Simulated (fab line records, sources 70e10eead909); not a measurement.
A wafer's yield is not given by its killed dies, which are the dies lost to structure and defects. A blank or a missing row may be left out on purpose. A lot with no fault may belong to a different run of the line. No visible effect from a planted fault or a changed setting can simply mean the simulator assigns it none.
fab line records    flow nand-harc
record lots=24  wafers=72  last-day=25
route steps=1159 shown A_SGD_CUT@776 A_CONTACT@843 A_BLC@980 A_M1@1044
lots that met no fault: from a run of the same line without faults
start-h: hours from the record's opening day to when the first of the lot's shown wafers began    wait-h: time in hours since the lot's previous step    " identical to the entry in the row above    L1.1+2: several wafers, shown together as one row    - either no value or no given start    * or withheld: withheld    < > ~ a bound
route shown NAME@n: NAME is a module with steps in the file, n the number in the route of the first one    usual: mean/standard deviation of fault-free wafers    same: alike in all rows    chamber/n: place in a boat    sites: readings site by site    _std_site: their standard deviation    _edge_site: inner sites' mean taken away from outer sites' mean    radius-mm: how far each site lies from the wafer's centre    mask NAME#n: copy n    behind: the tool/chamber that last shaped the wafer    hold: cause of the lot's hold/its duration in hours/its outcome    device: transistor that didn't switch, given as n, p or np    end of line: the tests these same wafers got at the end of their route    for a step that has no rows: nothing shown but its recipe    killed: not the wafer's yield, but the dies lost to structure and defects at the first sort    map: a wafer's dies, x killed, . not, _ none there
set.NAME: the setting that was run; set.NAME@STEP: the one run at that earlier step    model.NAME: the simulator's own value behind a step, which no gauge read
route steps across a sampled set of lots; one table per step, one row per wafer
services: a tool's chamber out of use, with start hour (start-h, from the record's first day; less than 0 if before it), hours out, and reason
## steps
# step NHARC_A_SGD_CUT_ETCHBACK_24
# recipe target-depth-a=500  over-etch-frac=0.3  time-s=92.857  ion-energy-ev=120  ch3f-flow-sccm=50  o2-flow-sccm=30  ar-flow-sccm=200  rf-w=500  bias-w=100  chemistry=CH3F/O2
# usual drypump-motor-current-A=5.7/0.48  oes-product-au=0.97/0.037  rf-vpp-V=243.6/1.6  showerhead-plenum-p-Torr=2.41/0.1  throttle-valve-pct=20.664/0.0084
lot.wafer  tool         chamber  start-h  wait-h  drypump-motor-current-A  oes-product-au  rf-hours-counter-h  rf-vpp-V  showerhead-plenum-p-Torr  throttle-valve-pct
L075.4     rie-diel-07  0        317.64   0.1     5.4                      0.93            5                   244.1     2.53                      20.661
L075.2     "            1        "        "       5.7                      0.92            6                   243.2     2.30                      20.649
L075.5     "            1        "        "       5.7                      0.93            -                   242.2     2.30                      20.654
L074.4     rie-diel-12  3        317.67   0.2     5.0                      1.00            13                  242.9     2.36                      20.659
L074.3     "            0        "        "       5.7                      1.00            13                  242.9     2.31                      20.661
L074.5     "            1        "        "       5.2                      1.01            -                   242.7     2.37                      20.656
L076.3     rie-diel-03  1        317.80   0.2     5.4                      1.01            9                   243.5     2.37                      20.669
L076.2     "            3        "        "       5.7                      1.00            7                   246.0     2.57                      20.656
L076.6     "            0        "        "       5.5                      0.99            -                   241.7     2.30                      20.664
L077.4     rie-diel-03  1        331.79   0.2     5.4                      0.92            11                  244.1     2.37                      20.656
L077.1     "            2        "        "       6.3                      0.93            10                  245.3     2.51                      20.660
L077.5     "            1        "        "       5.4                      0.92            -                   243.1     2.37                      20.662
L079.4     rie-diel-12  0        331.79   0.2     5.7                      1.00            14                  243.3     2.31                      20.654
L079.1     "            2        "        "       6.1                      0.99            14                  247.3     2.59                      20.668
L079.5     "            3        "        "       5.0                      1.01            -                   243.6     2.36                      20.656
L078.3     rie-diel-07  0        338.80   0.2     5.4                      0.93            6                   246.4     2.53                      20.672
L078.1     "            1        "        "       5.7                      0.92            7                   241.2     2.30                      20.654
L078.4     "            3        "        "       6.7                      0.94            7                   241.2     2.34                      20.669
L080.2     rie-diel-03  3        348.24   0.2     5.7                      0.99            10                  246.4     2.57                      20.666
L080.6     "            2        "        "       6.3                      0.98            -                   245.2     2.51                      20.659
L080.5     "            3        "        "       5.7                      0.98            -                   246.3     2.57                      20.661
L081.2     rie-diel-03  1        356.37   0.2     5.4                      0.92            13                  245.0     2.37                      20.673
L081.4     "            2        "        "       6.3                      0.92            12                  244.6     2.51                      20.668
L081.6     "            0        "        "       5.5                      0.92            -                   242.6     2.30                      20.659
L082.2     rie-diel-03  2        366.47   0.2     6.3                      0.99            13                  245.5     2.51                      20.669
L082.1     "            3        "        "       5.7                      1.00            12                  246.2     2.57                      20.665
L082.6     "            2        "        "       6.3                      0.99            -                   244.1     2.51                      20.669
L083.4     rie-diel-07  2        366.50   0.2     6.6                      1.00            8                   243.1     2.42                      20.654
L083.3     "            3        "        "       6.6                      1.00            10                  243.6     2.34                      20.666
L083.5     "            0        "        "       5.4                      1.00            -                   245.7     2.53                      20.663
L084.4     rie-diel-12  0        366.52   0.2     5.7                      0.99            17                  242.0     2.31                      20.664
L084.1     "            1        "        "       5.2                      1.01            17                  243.5     2.37                      20.660
L084.3     "            2        "        "       6.2                      0.98            18                  246.1     2.59                      20.662
L086.2     rie-diel-12  1        388.68   0.1     5.1                      1.00            0                   245.1     2.37                      20.667
L086.3     "            0        "        "       5.7                      1.00            0                   242.4     2.31                      20.654
L086.5     "            1        "        "       5.1                      1.00            -                   241.8     2.37                      20.679
L087.4     rie-diel-03  0        388.69   0.1     5.5                      0.90            16                  242.7     2.29                      20.653
L087.2     "            3        "        "       5.7                      0.93            14                  245.2     2.57                      20.671
L087.5     "            1        "        "       5.4                      0.91            -                   241.9     2.36                      20.664
L088.1     rie-diel-07  0        388.69   0.2     5.4                      1.00            9                   245.1     2.53                      20.657
L088.3     "            2        "        "       6.6                      0.99            11                  244.4     2.42                      20.667
L088.6     "            1        "        "       5.7                      1.00            -                   240.3     2.30                      20.666
L085.1     rie-diel-12  3        398.56   0.1     5.0                      1.00            2                   242.9     2.36                      20.661
L085.2     "            0        "        "       5.7                      1.01            2                   242.2     2.31                      20.661
L085.3     "            1        "        "       5.2                      1.01            2                   243.8     2.37                      20.665
L089.3     rie-diel-07  3        398.61   0.2     6.7                      0.93            12                  242.9     2.34                      20.659
L089.6     "            2        "        "       6.5                      0.93            -                   243.6     2.42                      20.661
L089.5     "            3        "        "       6.6                      0.93            -                   241.1     2.34                      20.675
L090.4     rie-diel-12  0        410.83   0.1     5.8                      0.93            3                   243.2     2.31                      20.676
L090.1     "            2        "        "       6.2                      0.92            2                   246.4     2.59                      20.659
L090.5     "            3        "        "       4.9                      0.92            -                   241.9     2.36                      20.673
L091.3     rie-diel-03  1        410.84   0.2     5.4                      0.92            1                   242.5     2.36                      20.657
L091.4     "            2        "        "       6.3                      0.91            1                   245.5     2.51                      20.668
L091.5     "            0        "        "       5.5                      0.92            -                   241.9     2.29                      20.654
L093.3     rie-diel-03  1        426.68   0.1     5.4                      0.93            4                   242.8     2.36                      20.650
L093.1     "            2        "        "       6.3                      0.92            3                   245.1     2.51                      20.671
L093.5     "            3        "        "       5.7                      0.93            -                   245.7     2.57                      20.657
L092.3     rie-diel-12  1        426.85   0.2     5.2                      1.01            5                   243.0     2.37                      20.663
L092.6     "            0        "        "       5.7                      1.00            -                   243.0     2.31                      20.642
L092.5     "            1        "        "       5.2                      1.01            -                   242.4     2.37                      20.656
L094.3     rie-diel-07  3        434.31   0.1     6.6                      0.94            1                   241.9     2.34                      20.672
L094.1     "            2        "        "       6.5                      0.93            1                   243.2     2.42                      20.674
L094.6     "            3        "        "       6.6                      0.93            -                   242.2     2.34                      20.674
L097.1     rie-diel-12  3        454.78   0.2     5.0                      0.99            6                   242.9     2.36                      20.667
L097.2     "            0        "        "       5.7                      1.00            6                   242.6     2.31                      20.670
L097.6     "            0        "        "       5.7                      0.99            -                   241.8     2.31                      20.665
L095.1     rie-diel-03  1        463.03   0.1     5.4                      1.01            8                   242.6     2.36                      20.658
L095.3     "            2        "        "       6.3                      0.99            8                   245.7     2.51                      20.650
L095.5     "            1        "        "       5.4                      1.00            -                   243.4     2.36                      20.668
L096.2     rie-diel-12  3        463.19   0.1     5.0                      0.98            8                   242.1     2.36                      20.652
L096.4     "            0        "        "       5.7                      0.97            7                   242.2     2.31                      20.671
L096.5     "            0        "        "       5.7                      0.98            -                   241.2     2.31                      20.655
# step NHARC_A_CONTACT_DEP_29
# recipe target-thk-a=700  target-thk-nm=70  temp-c=400  pressure-torr=3.5  flow-sccm=200  rf-w=350  material=SiON
# usual heater-power-w=782/75
lot.wafer  tool      chamber  start-h  wait-h  heater-power-w
L075.2     pecvd-04  0        366.00   1.5     786
L075.4     "         0        "        "       799
L075.5     "         2        "        "       727
L074.3     pecvd-01  1        366.34   1.4     890
L074.4     "         1        "        "       887
L074.5     "         2        "        "       770
L076.3     pecvd-03  1        368.87   1.1     844
L076.2     "         2        "        "       740
L076.6     "         0        "        "       772
L077.1     pecvd-01  0        379.24   1.9     845
L077.5     "         0        "        "       853
L077.4     "         2        "        "       777
L079.1     pecvd-03  1        384.16   1.9     887
L079.5     "         1        "        "       871
L079.4     "         2        "        "       773
L078.3     pecvd-03  2        389.14   1.1     697
L078.1     "         0        "        "       694
L078.4     "         2        "        "       718
L080.2     pecvd-01  1        394.29   1.5     944
L080.6     "         0        "        "       876
L080.5     "         1        "        "       946
L081.2     pecvd-01  2        405.74   1.6     728
L081.6     "         0        "        "       787
L081.4     "         1        "        "       915
L082.1     pecvd-03  0        419.44   1.8     776
L082.2     "         1        "        "       842
L082.6     "         2        "        "       760
L084.3     pecvd-03  0        422.74   1.1     761
L084.1     "         2        "        "       779
L084.4     "         0        "        "       746
L083.3     pecvd-03  0        424.75   1.2     788
L083.5     "         2        "        "       799
L083.4     "         0        "        "       788
L088.3     pecvd-01  2        433.29   1.1     673
L088.1     "         1        "        "       830
L088.6     "         1        "        "       851
L087.2     pecvd-04  2        433.37   1.5     650
L087.4     "         1        "        "       561
L087.5     "         0        "        "       842
L086.3     pecvd-03  0        438.26   1.1     729
L086.2     "         1        "        "       840
L086.5     "         1        "        "       838
L089.3     pecvd-01  0        447.71   1.2     861
L089.5     "         1        "        "       771
L089.6     "         0        "        "       872
L085.2     pecvd-03  2        447.81   1.5     767
L085.3     "         0        "        "       750
L085.1     "         1        "        "       824
L091.3     pecvd-03  2        457.94   1.1     809
L091.4     "         2        "        "       815
L091.5     "         0        "        "       688
L090.1     pecvd-03  0        459.68   1.9     767
L090.5     "         0        "        "       779
L090.4     "         2        "        "       673
L093.1     pecvd-01  0        471.85   1.8     756
L093.3     "         1        "        "       947
L093.5     "         2        "        "       727
L092.3     pecvd-04  2        472.57   1.2     710
L092.5     "         0        "        "       769
L092.6     "         2        "        "       731
L094.1     pecvd-01  2        487.15   2.1     728
L094.3     "         1        "        "       768
L094.6     "         0        "        "       750
L097.2     pecvd-04  0        501.78   1.9     794
L097.1     "         1        "        "       632
L097.6     "         0        "        "       807
L095.1     pecvd-03  2        516.71   2.0     775
L095.3     "         1        "        "       866
L095.5     "         0        "        "       736
L096.2     pecvd-03  2        520.72   1.5     830
L096.4     "         2        "        "       814
L096.5     "         0        "        "       741
# step NHARC_A_BLC_ETCH_18
# recipe target-depth-a=9100  c4f8-flow-sccm=20  o2-flow-sccm=10  ar-flow-sccm=withheld  rf-w=600  bias-w=1500  chemistry=C4F8/O2/Ar
# usual oes-product-au=0.951/0.023  rf-vpp-V=976/5.9
lot.wafer  tool         chamber  start-h  wait-h  oes-product-au  rf-hours-counter-h  rf-vpp-V
L074.3     rie-diel-12  0        392.85   -       1.005           0                   970
L074.5     "            1        "        "       1.008           -                   972
L074.4     "            0        "        "       0.999           -                   969
L076.2     rie-diel-12  1        -        -       0.953           1                   975
L076.3     "            3        "        "       0.957           1                   973
L076.6     "            1        "        "       0.964           -                   974
L075.2     rie-diel-12  0        -        -       0.957           2                   971
L075.4     "            1        "        "       0.952           -                   973
L075.5     "            3        "        "       0.942           -                   974
L077.1     rie-diel-12  1        -        -       0.962           3                   975
L077.5     "            3        "        "       0.956           -                   973
L077.4     "            0        "        "       0.955           -                   969
L079.4     rie-diel-12  3        -        -       0.965           3                   973
L079.1     "            0        "        "       0.958           3                   969
L079.5     "            2        "        "       0.966           -                   985
L078.3     rie-diel-03  1        -        -       0.957           2                   973
L078.4     "            2        "        "       0.960           1                   980
L078.1     "            3        "        "       0.981           1                   983
L080.2     rie-diel-05  0        -        -       0.968           26                  970
L080.5     "            1        "        "       0.979           -                   969
L080.6     "            2        "        "       0.949           -                   976
L081.4     rie-diel-12  1        -        -       0.978           5                   973
L081.2     "            3        "        "       0.978           5                   972
L081.6     "            1        "        "       0.965           -                   971
L082.2     rie-diel-03  2        -        -       0.948           6                   981
L082.1     "            3        "        "       0.989           5                   985
L082.6     "            1        "        "       0.969           -                   973
L084.1     rie-diel-03  0        -        -       0.948           4                   969
L084.3     "            1        "        "       0.970           6                   972
L084.4     "            2        "        "       0.955           6                   981
L083.3     rie-diel-12  2        -        -       0.971           4                   986
L083.4     "            3        "        "       0.971           6                   973
L083.5     "            2        "        "       0.965           -                   985
L088.1     rie-diel-03  1        -        -       0.944           7                   972
L088.3     "            2        "        "       0.931           7                   982
L088.6     "            1        "        "       0.942           -                   973
L087.4     rie-diel-12  3        -        -       0.943           7                   973
L087.2     "            0        "        "       0.945           7                   970
L087.5     "            0        "        "       0.940           -                   971
L086.2     rie-diel-03  2        -        -       0.951           8                   980
L086.3     "            3        "        "       0.967           8                   984
L086.5     "            3        "        "       0.969           -                   985
L089.3     rie-diel-03  2        -        -       0.943           9                   983
L089.6     "            2        "        "       0.940           -                   981
L089.5     "            3        "        "       0.967           -                   983
L085.2     rie-diel-12  3        -        -       0.912           9                   972
L085.1     "            0        "        "       0.925           8                   970
L085.3     "            1        "        "       0.939           9                   972
L091.3     rie-diel-12  1        -        -       0.989           9                   973
L091.4     "            2        "        "       0.972           8                   986
L091.5     "            1        "        "       0.991           -                   972
L090.4     rie-diel-12  0        -        -       0.924           10                  969
L090.1     "            1        "        "       0.934           10                  972
L090.5     "            0        "        "       0.924           -                   970
L093.3     rie-diel-12  2        -        -       0.921           10                  985
L093.1     "            3        "        "       0.921           11                  971
L093.5     "            1        "        "       0.934           -                   974
L092.3     rie-diel-03  3        -        -       0.908           12                  984
L092.6     "            2        "        "       0.914           -                   981
L092.5     "            3        "        "       0.925           -                   983
L094.1     rie-diel-12  1        -        -       1.003           13                  973
L094.3     "            0        "        "       0.979           13                  972
L094.6     "            1        "        "       0.984           -                   973
L097.2     rie-diel-03  3        -        -       0.922           15                  984
L097.1     "            2        "        "       0.924           16                  982
L097.6     "            0        "        "       0.918           -                   969
L095.1     rie-diel-03  0        -        -       0.921           13                  968
L095.3     "            1        "        "       0.926           17                  973
L095.5     "            3        "        "       0.927           -                   983
L096.4     rie-diel-12  0        -        -       0.914           16                  969
L096.2     "            2        "        "       0.911           15                  986
L096.5     "            0        "        "       0.923           -                   971
# step NHARC_A_BLC_ALD_23
# recipe target-thk-a=30  pulse-time-s=1  ald-cycles=150  temp-c=450  material=TiN
# usual heater-power-w=1110/100  precursor-pulse-height-rel=1.001/0.019
# same ald-cycles=150  pulse-time-s=1
lot.wafer  tool          chamber  start-h  wait-h  heater-power-w  precursor-pulse-height-rel
L074.3     ald-metal-04  3        394.08   -       1162            0.987
L074.4     "             2        "        "       1071            0.998
L074.5     "             3        "        "       1174            1.000
L076.3     ald-metal-02  2        398.05   -       1248            1.002
L076.2     "             1        "        "       1305            1.005
L076.6     "             2        "        "       1238            1.014
L075.4     ald-metal-03  1        398.80   -       1039            1.006
L075.2     "             2        "        "       1103            0.970
L075.5     "             0        "        "       1003            0.991
L077.1     ald-metal-02  0        401.37   -       1035            1.023
L077.4     "             3        "        "       1251            0.983
L077.5     "             0        "        "       1036            0.981
L079.1     ald-metal-03  0        407.44   -       978             0.994
L079.4     "             3        "        "       1039            0.993
L079.5     "             0        "        "       989             0.997
L078.4     ald-metal-02  0        413.62   -       1050            1.025
L078.3     "             1        "        "       1356            1.014
L078.1     "             2        "        "       1234            1.008
L080.2     ald-metal-03  1        423.14   -       1033            0.995
L080.5     "             2        "        "       1088            1.011
L080.6     "             3        "        "       1020            0.988
L081.2     ald-metal-04  1        432.99   -       1064            1.000
L081.4     "             2        "        "       1121            1.010
L081.6     "             1        "        "       1060            1.003
L082.2     ald-metal-02  3        447.14   -       1244            0.967
L082.1     "             0        "        "       1029            1.010
L082.6     "             0        "        "       1016            0.974
L084.4     ald-metal-04  3        450.40   -       1108            0.979
L084.3     "             1        "        "       1079            0.995
L084.1     "             2        "        "       1125            0.985
L083.4     ald-metal-02  2        450.73   -       1237            1.002
L083.3     "             3        "        "       1292            1.047
L083.5     "             1        "        "       1305            1.016
L088.1     ald-metal-02  3        458.25   -       1279            0.986
L088.3     "             0        "        "       1048            1.029
L088.6     "             0        "        "       1011            1.001
L087.4     ald-metal-04  1        459.00   -       1090            0.990
L087.2     "             3        "        "       1109            0.980
L087.5     "             0        "        "       1058            1.020
L086.3     ald-metal-03  0        461.44   -       957             1.008
L086.2     "             1        "        "       1047            1.035
L086.5     "             2        "        "       1069            0.983
L089.3     ald-metal-04  2        471.94   -       1102            1.026
L089.5     "             3        "        "       1097            1.030
L089.6     "             0        "        "       1047            0.987
L085.1     ald-metal-03  1        472.23   -       1004            0.993
L085.3     "             2        "        "       1094            0.987
L085.2     "             0        "        "       982             1.003
L091.4     ald-metal-02  1        479.82   -       1331            1.012
L091.3     "             3        "        "       1232            1.036
L091.5     "             2        "        "       1255            0.986
L090.4     ald-metal-04  2        494.79   -       1129            0.991
L090.1     "             1        "        "       1100            0.997
L090.5     "             3        "        "       1097            1.025
L093.1     ald-metal-02  0        502.66   -       1006            1.007
L093.3     "             1        "        "       1289            0.998
L093.5     "             1        "        "       1322            0.971
L092.3     ald-metal-04  0        503.44   -       1032            1.012
L092.5     "             3        "        "       1140            1.004
L092.6     "             0        "        "       1059            0.993
L094.1     ald-metal-03  0        511.28   -       997             1.003
L094.3     "             1        "        "       1042            1.010
L094.6     "             0        "        "       969             0.998
L097.2     ald-metal-04  1        525.92   -       1088            0.988
L097.1     "             3        "        "       1116            1.002
L097.6     "             1        "        "       1096            1.003
L095.1     ald-metal-03  3        544.81   -       1056            0.984
L095.3     "             0        "        "       988             0.964
L095.5     "             1        "        "       1026            1.006
L096.2     ald-metal-04  2        549.62   -       1130            1.013
L096.4     "             3        "        "       1126            0.987
L096.5     "             0        "        "       1039            0.990
# step NHARC_A_M1_ETCH_28
# recipe target-depth-a=300  over-etch-frac=0.3  time-s=72.99  ion-energy-ev=150  cf4-flow-sccm=50  n2-flow-sccm=100  ar-flow-sccm=150  rf-w=300  bias-w=100  chemistry=CF4/N2
# usual drypump-motor-current-A=5.8/0.34  oes-product-au=0.999/0.01  rf-vpp-V=314.4/2.2  showerhead-plenum-p-Torr=2.65/0.12  throttle-valve-pct=19.794/0.0081
lot.wafer  tool         chamber  start-h  wait-h  drypump-motor-current-A  oes-product-au  rf-hours-counter-h  rf-vpp-V  showerhead-plenum-p-Torr  throttle-valve-pct
L074.4     rie-diel-02  1        -        -       6.2                      0.983           6                   311.3     2.45                      19.792
L074.3     "            2        "        "       5.5                      1.002           6                   315.9     2.79                      19.779
L074.5     "            1        "        "       6.2                      0.991           -                   311.1     2.45                      19.800
L076.2     rie-diel-10  3        -        -       6.2                      1.004           1                   315.1     2.63                      19.782
L076.3     "            1        "        "       5.8                      0.994           1                   318.1     2.83                      19.795
L076.6     "            3        "        "       6.2                      1.002           -                   315.6     2.63                      19.789
L075.2     rie-diel-13  1        -        -       5.9                      0.999           9                   314.6     2.64                      19.784
L075.4     "            2        "        "       5.2                      0.989           9                   312.1     2.50                      19.780
L075.5     "            0        "        "       5.3                      0.998           -                   316.8     2.80                      19.799
L077.4     rie-diel-10  0        -        -       6.1                      0.994           1                   313.8     2.64                      19.793
L077.1     "            2        "        "       6.0                      0.979           1                   311.8     2.50                      19.801
L077.5     "            0        "        "       6.2                      1.000           -                   313.0     2.64                      19.796
L079.4     rie-diel-02  0        -        -       5.7                      0.999           7                   314.6     2.68                      19.801
L079.1     "            1        "        "       6.2                      0.997           7                   311.3     2.45                      19.787
L079.5     "            2        "        "       5.5                      1.006           -                   317.5     2.78                      19.791
L078.3     rie-diel-13  1        -        -       6.0                      1.001           10                  313.1     2.64                      19.805
L078.1     "            3        "        "       5.6                      1.001           9                   311.8     2.63                      19.800
L078.4     "            0        "        "       5.2                      1.003           9                   317.0     2.80                      19.802
L080.2     rie-diel-13  1        -        -       5.9                      1.022           10                  314.6     2.64                      19.802
L080.5     "            2        "        "       5.2                      0.997           -                   312.4     2.50                      19.779
L080.6     "            3        "        "       5.6                      1.010           -                   315.7     2.63                      19.792
L081.4     rie-diel-13  3        -        -       5.6                      0.998           10                  312.9     2.63                      19.793
L081.2     "            0        "        "       5.2                      1.011           9                   317.6     2.80                      19.796
L081.6     "            2        "        "       5.3                      0.980           -                   311.4     2.50                      19.783
L082.1     rie-diel-02  3        -        -       5.8                      1.000           9                   315.3     2.76                      19.790
L082.2     "            0        "        "       5.7                      1.011           9                   315.3     2.67                      19.796
L082.6     "            2        "        "       5.5                      1.017           -                   315.9     2.78                      19.792
L084.1     rie-diel-02  0        -        -       5.7                      1.016           10                  315.1     2.67                      19.796
L084.3     "            2        "        "       5.5                      1.007           11                  316.7     2.78                      19.796
L084.4     "            3        "        "       5.8                      0.997           10                  316.7     2.76                      19.790
L083.3     rie-diel-10  3        -        -       6.2                      0.994           2                   314.1     2.63                      19.790
L083.4     "            0        "        "       6.1                      1.000           2                   312.4     2.64                      19.794
L083.5     "            3        "        "       6.2                      0.995           -                   314.2     2.63                      19.805
L088.1     rie-diel-02  3        -        -       5.8                      1.001           11                  316.6     2.76                      19.794
L088.3     "            0        "        "       5.7                      1.013           11                  315.5     2.67                      19.796
L088.6     "            3        "        "       5.8                      1.019           -                   316.5     2.76                      19.784
L087.4     rie-diel-13  2        -        -       5.2                      0.989           0                   311.9     2.50                      19.793
L087.2     "            0        "        "       5.3                      1.007           0                   317.7     2.80                      19.799
L087.5     "            3        "        "       5.5                      1.003           -                   314.1     2.63                      19.804
L086.3     rie-diel-02  2        -        -       5.5                      1.012           11                  315.4     2.78                      19.787
L086.2     "            0        "        "       5.7                      1.007           11                  315.8     2.67                      19.800
L086.5     "            3        "        "       5.8                      1.010           -                   316.7     2.76                      19.790
L089.3     rie-diel-10  1        -        -       5.7                      0.993           2                   319.1     2.83                      19.795
L089.5     "            2        "        "       6.0                      0.987           -                   311.2     2.50                      19.800
L089.6     "            3        "        "       6.2                      1.015           -                   315.2     2.63                      19.798
L085.2     rie-diel-10  1        -        -       5.8                      0.984           2                   317.3     2.83                      19.801
L085.3     "            2        "        "       6.0                      0.973           3                   311.8     2.50                      19.811
L085.1     "            3        "        "       6.2                      1.003           3                   314.9     2.63                      19.800
L091.4     rie-diel-13  3        -        -       5.6                      1.013           4                   314.4     2.63                      19.779
L091.3     "            0        "        "       5.3                      0.994           0                   316.2     2.80                      19.794
L091.5     "            0        "        "       5.3                      1.004           -                   316.2     2.80                      19.808
L090.4     rie-diel-13  2        -        -       5.2                      0.994           4                   310.4     2.49                      19.801
L090.1     "            3        "        "       5.6                      1.011           4                   314.0     2.63                      19.804
L090.5     "            1        "        "       5.9                      0.995           -                   314.2     2.64                      19.796
L093.1     rie-diel-13  3        -        -       5.6                      1.004           5                   314.8     2.63                      19.787
L093.3     "            0        "        "       5.3                      1.008           1                   317.3     2.80                      19.808
L093.5     "            2        "        "       5.2                      0.984           -                   311.1     2.49                      19.790
L092.3     rie-diel-13  3        -        -       5.6                      1.013           5                   313.1     2.63                      19.803
L092.6     "            1        "        "       5.9                      1.006           -                   314.0     2.63                      19.788
L092.5     "            2        "        "       5.2                      1.002           -                   312.5     2.49                      19.790
L094.1     rie-diel-10  1        -        -       5.7                      0.987           3                   318.6     2.83                      19.787
L094.3     "            3        "        "       6.2                      1.009           4                   314.5     2.63                      19.787
L094.6     "            1        "        "       5.7                      0.991           -                   317.6     2.83                      19.789
L097.1     rie-diel-02  1        -        -       6.3                      1.001           1                   310.3     2.44                      19.802
L097.2     "            3        "        "       5.8                      1.003           1                   314.9     2.75                      19.803
L097.6     "            2        "        "       5.5                      0.983           -                   315.0     2.78                      19.780
L095.1     rie-diel-10  3        -        -       6.2                      0.988           0                   315.1     2.63                      19.783
L095.3     "            0        "        "       6.1                      0.987           0                   315.2     2.64                      19.806
L095.5     "            2        "        "       6.0                      0.989           -                   312.3     2.50                      19.788
L096.2     rie-diel-10  0        -        -       6.1                      1.006           1                   315.2     2.64                      19.803
L096.4     "            1        "        "       5.8                      0.996           1                   317.3     2.83                      19.782
L096.5     "            2        "        "       6.0                      0.994           -                   312.6     2.50                      19.808
# step NHARC_A_M1_ANNEAL_31
# recipe temp-c=225  time-s=90
# usual wafer_temp_C_max=225.71/0.28
lot.wafer  tool           chamber  start-h  wait-h  wafer_temp_C_max
L074.3     rtp-anneal-02  0        404.50   0.7     225.44
L074.4     "              0        "        "       225.43
L074.5     "              0        "        "       225.38
L076.2     rtp-anneal-01  0        406.39   -       226.27
L076.3     "              0        "        "       225.83
L076.6     "              0        "        "       226.11
L075.2     rtp-anneal-02  0        406.78   -       225.41
L075.4     "              0        "        "       225.91
L075.5     "              0        "        "       225.69
L077.1     rtp-anneal-02  0        409.54   -       225.60
L077.4     "              0        "        "       225.28
L077.5     "              0        "        "       225.43
L079.1     rtp-anneal-02  0        415.41   -       225.75
L079.4     "              0        "        "       225.40
L079.5     "              0        "        "       225.48
L078.1     rtp-anneal-01  0        427.00   -       225.99
L078.3     "              0        "        "       226.05
L078.4     "              0        "        "       226.07
L080.2     rtp-anneal-02  0        431.94   0.4     225.47
L080.5     "              0        "        "       225.72
L080.6     "              0        "        "       225.63
L081.2     rtp-anneal-01  0        442.57   0.4     226.57
L081.4     "              0        "        "       226.07
L081.6     "              0        "        "       225.85
L082.1     rtp-anneal-02  0        456.50   -       225.48
L082.2     "              0        "        "       225.52
L082.6     "              0        "        "       225.60
L084.1     rtp-anneal-01  0        461.71   0.3     225.79
L084.3     "              0        "        "       226.03
L084.4     "              0        "        "       225.92
L083.3     rtp-anneal-02  0        462.24   0.3     225.68
L083.4     "              0        "        "       225.50
L083.5     "              0        "        "       225.86
L088.1     rtp-anneal-01  0        466.49   -       226.04
L088.3     "              0        "        "       226.10
L088.6     "              0        "        "       225.92
L087.2     rtp-anneal-02  0        467.20   -       225.87
L087.4     "              0        "        "       225.60
L087.5     "              0        "        "       225.68
L086.2     rtp-anneal-01  0        469.60   0.4     225.88
L086.3     "              0        "        "       225.78
L086.5     "              0        "        "       225.92
L089.3     rtp-anneal-01  0        480.58   0.4     225.68
L089.5     "              0        "        "       225.59
L089.6     "              0        "        "       225.85
L085.1     rtp-anneal-02  0        480.63   -       225.53
L085.2     "              0        "        "       225.90
L085.3     "              0        "        "       225.51
L091.3     rtp-anneal-02  0        498.57   0.3     225.36
L091.4     "              0        "        "       225.46
L091.5     "              0        "        "       225.39
L090.1     rtp-anneal-02  0        502.89   -       225.54
L090.4     "              0        "        "       225.52
L090.5     "              0        "        "       225.52
L093.1     rtp-anneal-01  0        513.47   0.3     226.66
L093.3     "              0        "        "       226.20
L093.5     "              0        "        "       225.49
L092.3     rtp-anneal-02  0        514.25   0.4     225.57
L092.5     "              0        "        "       225.65
L092.6     "              0        "        "       225.69
L094.1     rtp-anneal-02  0        520.04   -       225.70
L094.3     "              0        "        "       225.53
L094.6     "              0        "        "       225.58
L097.1     rtp-anneal-02  0        537.08   -       225.55
L097.2     "              0        "        "       225.60
L097.6     "              0        "        "       225.40
L095.1     rtp-anneal-02  0        554.03   0.3     225.52
L095.3     "              0        "        "       225.59
L095.5     "              0        "        "       225.29
L096.2     rtp-anneal-01  0        561.71   0.4     226.07
L096.4     "              0        "        "       226.01
L096.5     "              0        "        "       225.89
## services
tool           chamber  start-h  hours  kind
rie-diel-12    -        295.60   0.4    repair
rtp-anneal-02  -        300.00   12.0   pm
rie-diel-12    1        300.57   6.0    repair
ald-metal-02   1        306.13   27.3   repair
rie-diel-10    -        353.50   9.0    pm
ald-metal-02   -        364.00   10.0   pm
rie-diel-10    0        372.66   6.3    repair
rie-diel-12    -        379.43   9.0    pm
rie-diel-12    2        390.66   11.2   repair
ald-metal-02   0        391.33   7.6    repair
rie-diel-03    -        392.30   9.0    pm
ald-metal-04   -        406.00   10.0   pm
rie-diel-03    0        417.05   9.7    repair
rie-diel-03    -        428.97   0.8    repair
rie-diel-12    1        435.64   4.4    repair
rie-diel-03    1        442.17   2.5    repair
rie-diel-13    -        453.23   9.0    pm
rie-diel-13    0        468.60   24.4   repair
rie-diel-03    3        472.58   4.9    repair
pecvd-03       -        473.31   13.0   pm
rie-diel-03    0        479.40   12.8   repair
rie-diel-13    -        517.33   0.3    repair
rie-diel-13    -        538.43   0.5    repair
rie-diel-12    -        556.43   9.0    pm
## key
fault none
